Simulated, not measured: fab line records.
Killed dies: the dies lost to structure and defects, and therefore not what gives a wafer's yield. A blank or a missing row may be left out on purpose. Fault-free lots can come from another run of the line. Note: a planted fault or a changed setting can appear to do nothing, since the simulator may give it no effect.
Shared-tool check ; flow n5_finfet ; Sample size 9 lots and 27 wafers

== WHAT PROMPTED THE OPENING ==
At N5_BEOL_M8_OCD_MEAS_38 the reading trench_depth_nm is flagged on 2 of 9 lots. No-fault wafers: 92.8 nm, standard deviation 1.8.
Rule: flag the lot when none of its wafers has a number, or when each of its wafers that has one lies beyond 4 standard deviations from that mean. The other lots count as sound.

lot;measured;on;trench_depth_nm (nm), wafer by wafer;flag
L609;day 9 19:20;ocd-01;96.2 95.4 92.8;
L612;day 9 23:01;ocd-01;92.1 94.2 91.4;
L611;day 10 03:56;ocd-02;95.3 93.6 95.3;
L620;day 12 18:55;ocd-01;91.0 92.6 93.6;
L622;day 13 06:46;ocd-01;82.3 84.9 83.0;FLAGGED
L628;day 14 05:22;ocd-02;90.2 95.6 89.5;
L627;day 14 05:25;ocd-01;84.6 85.2 85.6;FLAGGED
L629;day 14 17:08;ocd-01;90.9 92.7 90.0;
L632;day 15 08:53;ocd-01;96.2 96.2 90.1;
The mean of the flagged lots' numbers is 84.3 nm, -8.5 nm from the usual (-5 standard deviations).

== LOT BY LOT: THE TOOL USED ==
2 process steps preceding the reading are held in the record, out of 1938 steps in the route. Every cell lists first the tool, next ch and the chambers used by the sampled wafers, and last the start.
lot;flag;N5_BEOL_M8_STRIP_36;N5_BEOL_M8_TRENCH_ETCH_37
L609;;rie_diel-04 ch 1,2,3, day 9 19:09;rie_diel-04 ch 1,2,3, day 9 19:11
L612;;rie_diel-04 ch 0,2,3, day 9 22:49;rie_diel-04 ch 0,2,3, day 9 22:51
L611;;rie_diel-04 ch 1,2,3, day 10 03:45;rie_diel-04 ch 1,2,3, day 10 03:47
L620;;rie_diel-02 ch 1,2,3, day 12 18:43;rie_diel-02 ch 1,2,3, day 12 18:45
L622;FLAGGED;rie_diel-04 ch 0,1, day 13 06:34;rie_diel-04 ch 0,1, day 13 06:36
L628;;rie_diel-01 ch 2,3, day 14 05:10;rie_diel-01 ch 2,3, day 14 05:13
L627;FLAGGED;rie_diel-04 ch 1,3, day 14 05:13;rie_diel-04 ch 1,3, day 14 05:15
L629;;rie_diel-02 ch 0,1,2, day 14 16:56;rie_diel-02 ch 0,1,2, day 14 16:59
L632;;rie_diel-01 ch 2,3, day 15 08:41;rie_diel-01 ch 2,3, day 15 08:44
What the steps here do:
- N5_BEOL_M8_STRIP_36: strips in N2/H2.
- N5_BEOL_M8_TRENCH_ETCH_37: etches SiCOH lowk in C4F6/O2, target depth 93.478 nm, time 31.2 s.
- N5_BEOL_M8_OCD_MEAS_38

== FLAGGED AGAINST TOTAL, ONE TOOL AT A TIME (gauges that did the reading follow at the end) ==
step;tool;lots run;flagged;share of the flagged lots;sound lots run after its first flagged lot
N5_BEOL_M8_STRIP_36;rie_diel-01;2;0;none;-
N5_BEOL_M8_STRIP_36;rie_diel-02;2;0;none;-
N5_BEOL_M8_STRIP_36;rie_diel-04;5;2;all;0
N5_BEOL_M8_TRENCH_ETCH_37;rie_diel-01;2;0;none;-
N5_BEOL_M8_TRENCH_ETCH_37;rie_diel-02;2;0;none;-
N5_BEOL_M8_TRENCH_ETCH_37;rie_diel-04;5;2;all;0
N5_BEOL_M8_OCD_MEAS_38;ocd-01;7;2;all;2 (L629,L632)
N5_BEOL_M8_OCD_MEAS_38;ocd-02;2;0;none;-

== WHAT IS ALLOWED BY THE TABLE ==
rie_diel-04 at N5_BEOL_M8_STRIP_36, rie_diel-04 at N5_BEOL_M8_TRENCH_ETCH_37 and ocd-01 at N5_BEOL_M8_OCD_MEAS_38: these 3 rows of the table ran every flagged lot.
- rie_diel-04 at N5_BEOL_M8_STRIP_36 ran 5 lots, 2 of them flagged. It ran its last sound lot, L611, at day 10 03:45 and its first flagged lot, L622, at day 13 06:34: a fault with its onset between the two fits.
- rie_diel-04 at N5_BEOL_M8_TRENCH_ETCH_37 ran 5 lots, 2 of them flagged. It ran its last sound lot, L611, at day 10 03:47 and its first flagged lot, L622, at day 13 06:36: a fault with its onset between the two fits. Its own readings (rf_fwd_power_W, rf_vpp_V) fall more than 4 standard deviations out on all wafers of the flagged lots.
- ocd-01 at N5_BEOL_M8_OCD_MEAS_38 ran 7 lots, 2 of them flagged. Sound lots ran on it after the first flagged one (L629, L632), which a lasting fault on the whole tool wouldn't allow.
Just one tool remains: rie_diel-04 at N5_BEOL_M8_STRIP_36 and N5_BEOL_M8_TRENCH_ETCH_37.

== WHAT THE SIMULATOR PUT IN ==
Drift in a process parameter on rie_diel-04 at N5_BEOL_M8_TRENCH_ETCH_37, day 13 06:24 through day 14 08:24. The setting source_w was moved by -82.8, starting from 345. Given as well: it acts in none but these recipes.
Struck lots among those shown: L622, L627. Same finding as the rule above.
